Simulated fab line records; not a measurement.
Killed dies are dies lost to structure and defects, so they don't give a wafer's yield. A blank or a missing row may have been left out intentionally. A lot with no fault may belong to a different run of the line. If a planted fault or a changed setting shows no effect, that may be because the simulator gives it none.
Chamber matching / flow n5-finfet / rie-diel-06 running N5_ZERO_LAYER_ETCH_17: 4 sister chambers
The step etches SiO2 in CF4, target depth 12 nm, time 13.3 s. 8 wafers are shown with their chamber, then 7 later ones without.

## WAFERS PAIRED WITH THEIR CHAMBERS
wafer=L082.3; chamber=1; showerhead-plenum-p-Torr (Torr)=2.20; throttle-valve-pct (%)=15.79
wafer=L087.4; chamber=2; showerhead-plenum-p-Torr (Torr)=2.07; throttle-valve-pct (%)=15.67
wafer=L087.6; chamber=2; showerhead-plenum-p-Torr (Torr)=2.07; throttle-valve-pct (%)=15.69
wafer=L088.3; chamber=3; showerhead-plenum-p-Torr (Torr)=2.18; throttle-valve-pct (%)=15.76
wafer=L088.5; chamber=1; showerhead-plenum-p-Torr (Torr)=2.20; throttle-valve-pct (%)=15.79
wafer=L088.6; chamber=0; showerhead-plenum-p-Torr (Torr)=2.22; throttle-valve-pct (%)=15.98
wafer=L090.2; chamber=0; showerhead-plenum-p-Torr (Torr)=2.21; throttle-valve-pct (%)=16.01
wafer=L090.4; chamber=3; showerhead-plenum-p-Torr (Torr)=2.18; throttle-valve-pct (%)=15.76

## WAFERS WITH NO CHAMBER GIVEN
wafer=L090.5; showerhead-plenum-p-Torr (Torr)=2.07; throttle-valve-pct (%)=15.68
wafer=L096.1; showerhead-plenum-p-Torr (Torr)=2.17; throttle-valve-pct (%)=15.78
wafer=L096.3; showerhead-plenum-p-Torr (Torr)=2.19; throttle-valve-pct (%)=15.83
wafer=L096.6; showerhead-plenum-p-Torr (Torr)=2.07; throttle-valve-pct (%)=15.69
wafer=L097.1; showerhead-plenum-p-Torr (Torr)=2.07; throttle-valve-pct (%)=15.68
wafer=L097.2; showerhead-plenum-p-Torr (Torr)=2.21; throttle-valve-pct (%)=16.00
wafer=L097.6; showerhead-plenum-p-Torr (Torr)=2.19; throttle-valve-pct (%)=15.83

## WHICH CHAMBER EACH ONE RAN IN
wafer=L090.5; from the rows above=2; in truth=2
wafer=L096.1; from the rows above=3; in truth=3
wafer=L096.3; from the rows above=can't be placed: 1 or 3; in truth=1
wafer=L096.6; from the rows above=2; in truth=2
wafer=L097.1; from the rows above=2; in truth=2
wafer=L097.2; from the rows above=0; in truth=0
wafer=L097.6; from the rows above=can't be placed: 1 or 3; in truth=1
Correct placement for 5 of the 7. Can't be placed from these rows: 2 (the true chamber is among the candidates in 2). Wrongly placed: 0.
How it was worked out, from the rows above alone: a wafer's distance from a chamber is the root of the sum, over the readings, of the square of ((its reading less the chamber's mean) divided by the reading's scatter). If the next closest chamber is less than 2 further off than the closest, the wafer can't be placed; otherwise it belongs to the closest. Each chamber's mean is taken over the wafers shown for it. The scatter: take each reading less its chamber's mean, square it, sum over the shown wafers, divide by the number of wafers less the number of chambers, and take the root.
